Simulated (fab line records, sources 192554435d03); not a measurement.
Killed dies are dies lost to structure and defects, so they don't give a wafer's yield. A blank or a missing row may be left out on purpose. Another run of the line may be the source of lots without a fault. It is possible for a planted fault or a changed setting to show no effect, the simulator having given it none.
One fault seen from 3 desks -- flow n5_finfet -- numbers are kept per desk, each desk with only its own; the story behind them comes last

THE DEFECT DESK
Counts from the inspections along the route, per lot, as means over the sampled wafers that have a number. The brackets show how far a lot's mean lies from the usual mean; more than 4 standard deviations puts the lot out of limits, marked OUT.
Columns: A = raw_defect_count at N5_BEOL_M15_INSPECT_12, usual 2.0
lot,first seen here,A
L199,day 10 18:01,2.0
L200,day 11 17:02,2.3
L205,day 12 18:46,2.0
L216,day 15 15:50,0.7
L217,day 15 16:14,2.3
L218,day 16 03:14,1.3
Finding of this desk: none of the 6 lots has anything out of limits.

THE METROLOGY DESK
What the gauges read, lot by lot, whatever tool the lot ran on: means of the sampled wafers that have a number. The brackets show how far a lot's mean lies from the usual mean; more than 4 standard deviations puts the lot out of limits, marked OUT.
Columns: A = cd_nm at N5_BEOL_M15_CD_MEAS_10, usual 358.9 nm; B = V14_OVL at N5_BEOL_M15_OVL_MEAS_11, usual -4 nm
lot,first seen here,A,B
L199,day 10 17:58,356.4,-6
L200,day 11 16:59,362.1,-9
L205,day 12 18:42,360.0,-5
L216,day 15 15:47,359.9,-9
L217,day 15 16:11,360.6,-4
L218,day 16 03:11,358.1,-2
Finding of this desk: none of the 6 lots has anything out of limits.

TOOL OWNER'S DESK, rie_diel-05
The tool's own readings at N5_BEOL_M15_ETCH_59 (etches BARC in N2/H2, target depth 89 nm, overetch 26.7 nm, time 67.9 s): means of the sampled wafers that have a number, for each lot that ran on this tool. The brackets show how far a lot's mean lies from the usual mean; more than 4 standard deviations puts the lot out of limits, marked OUT.
Columns: A = drypump_motor_current_A at N5_BEOL_M15_ETCH_59, usual 5.5 A; B = oes_product_au at N5_BEOL_M15_ETCH_59, usual 0.67 a.u.; C = rf_vpp_V at N5_BEOL_M15_ETCH_59, usual 524.0 V; D = run_length_s at N5_BEOL_M15_ETCH_59, usual 91.4 s; E = showerhead_plenum_p_Torr at N5_BEOL_M15_ETCH_59, usual 2.55 Torr; F = throttle_valve_pct at N5_BEOL_M15_ETCH_59, usual 17.84 %
lot,first seen here,A,B,C,D,E,F
L205,day 12 18:50,6.0,0.70,525.1,91.3,2.58,17.94
L216,day 15 15:55,5.5,0.70,524.6,89.5,2.58,17.98
L218,day 16 03:18,5.4,0.70,525.7,89.5,2.61,17.93
Finding of this desk: none of the 3 lots has anything out of limits.

BROUGHT TOGETHER
Nothing the defect desk looked at was out of limits.
Nothing out of limits was seen by the metrology desk.
The desk of the tool owner found nothing out of limits.

WHAT HAD BEEN PUT IN BY THE SIMULATOR
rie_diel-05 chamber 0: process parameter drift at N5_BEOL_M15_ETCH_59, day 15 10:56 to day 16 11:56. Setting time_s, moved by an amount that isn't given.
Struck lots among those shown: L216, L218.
